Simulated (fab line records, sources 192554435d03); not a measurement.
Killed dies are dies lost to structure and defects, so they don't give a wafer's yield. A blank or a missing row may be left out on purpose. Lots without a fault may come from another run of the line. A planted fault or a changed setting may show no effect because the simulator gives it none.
Split-lot experiment | flow n5_finfet | 7 lots, 39 wafers read, on a route of 1938 steps

THE SPLIT
At N5_BEOL_M8_DESCUM_16 (chemistry O2, time 7.9 s), the setting time_s was moved away from the recipe's 7.9 s on 15 of the 39 wafers read, by -57.1% to +19.1%. The other wafers ran this setting at the recipe's value.

The file shows no step between the split and the reading.

THE READING
CAR-ArF_of_BEOL_M8_COAT_05.thk_nm (the simulator's own value, which no gauge read), in nm, at N5_BEOL_M8_ETCH_61 (etches SiARC in CF4, target depth 45.5 nm, time 75.8 s). The file gives no usual value for it. The 24 wafers here that ran the recipe average 51.0 nm, standard deviation 0.37 nm.

wafer  | tool, chamber at the split | time_s as run, s | against the recipe | CAR-ArF_of_BEOL_M8_COAT_05.thk_nm, nm | against lot-mates on the recipe
L074.1 | rie_diel-02, 0,2           | 3.391            | -57.1%             | 53.8                                  | +2.7
L074.4 | rie_diel-02, 0,2           | 3.391            | -57.1%             | 53.8                                  | +2.7
L074.2 | rie_diel-02, 1,0           | 7.9              | recipe             | 51                                    | -
L074.5 | rie_diel-02, 1,0           | 7.9              | recipe             | 51                                    | -
L074.3 | rie_diel-02, 3             | 7.9              | recipe             | 51.2                                  | -
L074.6 | rie_diel-02, 3             | 3.391            | -57.1%             | 54                                    | +2.9
L075.1 | rie_diel-03, 2,3           | 5.126            | -35.1%             | 52.4                                  | +1.3
L075.3 | rie_diel-03, 0             | 5.126            | -35.1%             | 52.4                                  | +1.3
L075.2 | rie_diel-03, 2,3           | 5.126            | -35.1%             | 52.6                                  | +1.5
L075.4 | rie_diel-03, 1,2,1         | 7.9              | recipe             | 51                                    | -
L075.5 | rie_diel-03, 1,2,1         | 7.9              | recipe             | 51                                    | -
L075.6 | rie_diel-03, 1,2,1         | 7.9              | recipe             | 51.2                                  | -
L080.1 | rie_diel-06, 1,2,0         | 7.9              | recipe             | 50.4                                  | -
L080.2 | rie_diel-06, 1,2,0         | 7.9              | recipe             | 50.4                                  | -
L080.6 | rie_diel-06, 1,2,0         | 7.9              | recipe             | 50.4                                  | -
L080.3 | rie_diel-06, 0             | 3.824            | -51.6%             | 52.6                                  | +2.2
L080.4 | rie_diel-06, 3,1           | 3.824            | -51.6%             | 53.4                                  | +3.0
L080.5 | rie_diel-06, 3,1           | 3.824            | -51.6%             | 53.2                                  | +2.8
L082.1 | rie_diel-06, 1,1,0         | 9.406            | +19.1%             | 50.6                                  | -1.1
L082.6 | rie_diel-06, 1,1,0         | 9.406            | +19.1%             | 50.6                                  | -1.1
L082.2 | rie_diel-06, 3,0           | 7.9              | recipe             | 51.6                                  | -
L082.4 | rie_diel-06, 3,0           | 7.9              | recipe             | 51.6                                  | -
L082.3 | rie_diel-06, 2             | 7.9              | recipe             | 51.8                                  | -
L082.5 | rie_diel-06, 1,1,0         | 9.406            | +19.1%             | 50.8                                  | -0.9
L083.1 | rie_diel-02, 2,0           | 7.9              | recipe             | 50.8                                  | -
L083.5 | rie_diel-02, 2,0           | 7.9              | recipe             | 50.8                                  | -
L083.2 | rie_diel-02, 1,3,3         | 7.9              | recipe             | 51.2                                  | -
L083.4 | rie_diel-02, 0             | 7.9              | recipe             | 51.2                                  | -
L083.6 | rie_diel-02, 1,3,3         | 7.9              | recipe             | 51.2                                  | -
L083.3 | rie_diel-02, 1,3,3         | 7.9              | recipe             | 51                                    | -
L088.1 | rie_diel-03, 2,1           | 3.721            | -52.9%             | 53.2                                  | +2.6
L088.3 | rie_diel-03, 2,1           | 3.721            | -52.9%             | 53.2                                  | +2.6
L088.2 | rie_diel-03, 0,3           | 7.9              | recipe             | 50.6                                  | -
L088.4 | rie_diel-03, 0,3           | 7.9              | recipe             | 50.4                                  | -
L088.5 | rie_diel-03, 0             | 3.721            | -52.9%             | 53                                    | +2.4
L088.6 | rie_diel-03, 1             | 7.9              | recipe             | 50.8                                  | -
L092.1 | rie_diel-06, 0             | 7.9              | recipe             | 51.2                                  | -
L092.3 | rie_diel-06, 1             | 7.9              | recipe             | 51.2                                  | -
L092.5 | rie_diel-06, 1             | 7.9              | recipe             | 51                                    | -
Where a row lists several chambers, the file gives one row for several wafers and doesn't say which wafer went through which chamber.

THE FIT
A straight line over all 39 wafers: CAR-ArF_of_BEOL_M8_COAT_05.thk_nm changes by -0.0417 nm for each +1% of time_s; r = -0.94; the points scatter about the line by 0.37 nm.
The same after taking each lot's own level away (the mean of its wafers on the recipe; 39 wafers): -0.0488 nm for each +1%; r = -0.99; scatter 0.18 nm.
On that fit, the largest move of time_s shifts the reading by 2.8 nm.
The lots' own levels span 50.40 to 51.67 nm, that is 3.4 times the standard deviation above.
So the lot-to-lot level changes the slope: the two fits differ.
Check: with one of the wafers moved furthest among these (-57.1%) left out of the fit, the line predicts +2.77 nm for it against its lot-mates. It came out at +2.73 nm against them.

OTHER SPLITS ON THESE WAFERS
These wafers also went through other splits before the reading. Each is held against what the fit with the lots' levels taken away leaves over:
other split on the same wafers               | wafers away from the commonest value | r with CAR-ArF_of_BEOL_M8_COAT_05.thk_nm (lot level and that fit taken away)
N5_ZERO_LAYER_DEVELOP_10 develop_time_s      | 15                                   | -0.10
N5_STI_FIN_REVEAL_ETCHBACK_08 target_depth_a | 12                                   | +0.11
N5_SDB_ALD_29 ald_cycles                     | 12                                   | -0.55
N5_BEOL_M3_ILD_DEP_00 time_s                 | 12                                   | +0.03

THE WHOLE CHAIN: every reading that the file lists as answering this split, in the file's order
step                 | what it does                                           | reading                                                                            | change (the file's fit)                | r (the file's)
N5_BEOL_M8_DESCUM_16 | chemistry O2, time 7.9 s                               | CAR-ArF_of_BEOL_M8_COAT_05.thk_nm (the simulator's own value, which no gauge read) | -0.049 nm for each +1% of the setting  | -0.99
N5_BEOL_M8_ETCH_61   | etches SiARC in CF4, target depth 45.5 nm, time 75.8 s | CAR-ArF_of_BEOL_M8_COAT_05.thk_nm (the simulator's own value, which no gauge read) | -0.0484 nm for each +1% of the setting | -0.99

THE FILE'S OWN FIT
CAR-ArF_of_BEOL_M8_COAT_05.thk_nm changes by -0.0484 nm for each +1% of time_s, r = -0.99.
